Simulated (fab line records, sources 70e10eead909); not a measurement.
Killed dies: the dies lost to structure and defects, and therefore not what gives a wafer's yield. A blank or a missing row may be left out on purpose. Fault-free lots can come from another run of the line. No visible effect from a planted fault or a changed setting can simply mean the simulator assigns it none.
Which of the tools did it? ; flow nand harc ; 12 lots, 36 wafers sampled, at 3 steps of a route of 1159

## WHAT EACH GAUGE READ, for each wafer
NHARC_A_CHANNEL_FILL_D1_THK_MEAS_06: measures by ellipsometry.
lot;measured;on;thk nm (nm)
L074;day 9 21:49;film metro-01;5.0 4.7 5.5
L077;day 10 17:52;film metro-01;3.7 3.9 3.5
L078;day 11 06:10;film metro-02;4.6 5.0 3.5
L081;day 11 21:40;film metro-01;4.4 6.4 5.4
L082;day 12 03:37;film metro-01;4.4 5.5 5.7
L087;day 13 08:28;film metro-01;5.1 4.9 6.0
L085;day 13 12:17;film metro-02;4.0 5.0 5.3
L089;day 13 16:26;film metro-02;5.2 5.9 5.3
L090;day 14 02:45;film metro-02;5.3 4.4 6.0
L093;day 14 16:41;film metro-02;4.6 3.4 6.3
L095;day 15 08:49;film metro-02;4.3 6.7 4.2
L097;day 15 19:11;film metro-02;3.1 5.3 5.7

## TOOL THAT RAN EACH LOT (tool first, then ch and the chambers of the sampled wafers, then the start)
lot;NHARC_A_CHANNEL_HOLE_D1_XSEM_31;NHARC_A_CHANNEL_FILL_D1_ETCHBACK_19
L074;xsem-01 ch 0, day 8 11:04;rie si-01 ch 1,2,3, day 9 09:56
L077;xsem-01 ch 0, day 9 01:04;rie si-01 ch 0,3, day 10 06:10
L078;xsem-01 ch 0, day 9 14:34;rie si-01 ch 1,3, day 10 18:14
L081;xsem-01 ch 0, day 10 07:44;rie si-01 ch 0,2, day 11 09:45
L082;xsem-01 ch 0, day 10 15:19;rie si-01 ch 1,2,3, day 11 15:43
L087;xsem-01 ch 0, day 11 19:09;rie si-01 ch 0,3, day 12 20:34
L085;xsem-01 ch 0, day 12 00:02;rie si-04 ch 1,2,3, day 13 00:10
L089;xsem-01 ch 0, day 12 04:23;rie si-01 ch 0,1,2, day 13 04:13
L090;xsem-01 ch 0, day 12 14:43;rie si-04 ch 1,2,3, day 13 14:51
L093;xsem-01 ch 0, day 13 04:14;rie si-02 ch 0,1, day 14 04:25
L095;xsem-01 ch 0, day 13 20:07;rie si-04 ch 2,3, day 14 20:44
L097;xsem-01 ch 0, day 14 03:37;rie si-01 ch 1,2,3, day 15 03:58
- NHARC_A_CHANNEL_HOLE_D1_XSEM_31
- NHARC_A_CHANNEL_FILL_D1_ETCHBACK_19: etches the open film in HBr/Cl2, target depth 5 nm, time 1.7 s.

## THE ANSWER, worked out from the rows above alone
Rule: what is usual is taken from the lots themselves. Put in order of their means at a reading, lots are off if they are a third of the lots or fewer, leave a main group of 4 or more, and stand apart from it by a gap of 3 or more times the standard deviation of the main group's means; of several such gaps the widest counts. Not used: any main group whose means are identical at the precision the tables above print for the reading. A lot without any number at a reading at which 4 lots or more have one is off too. Where the step has rows for the other lots, those lots are counted as sound.
Nothing can be told from this: no lot is off at any reading shown.

## WHAT THE SIMULATOR HAD INSERTED
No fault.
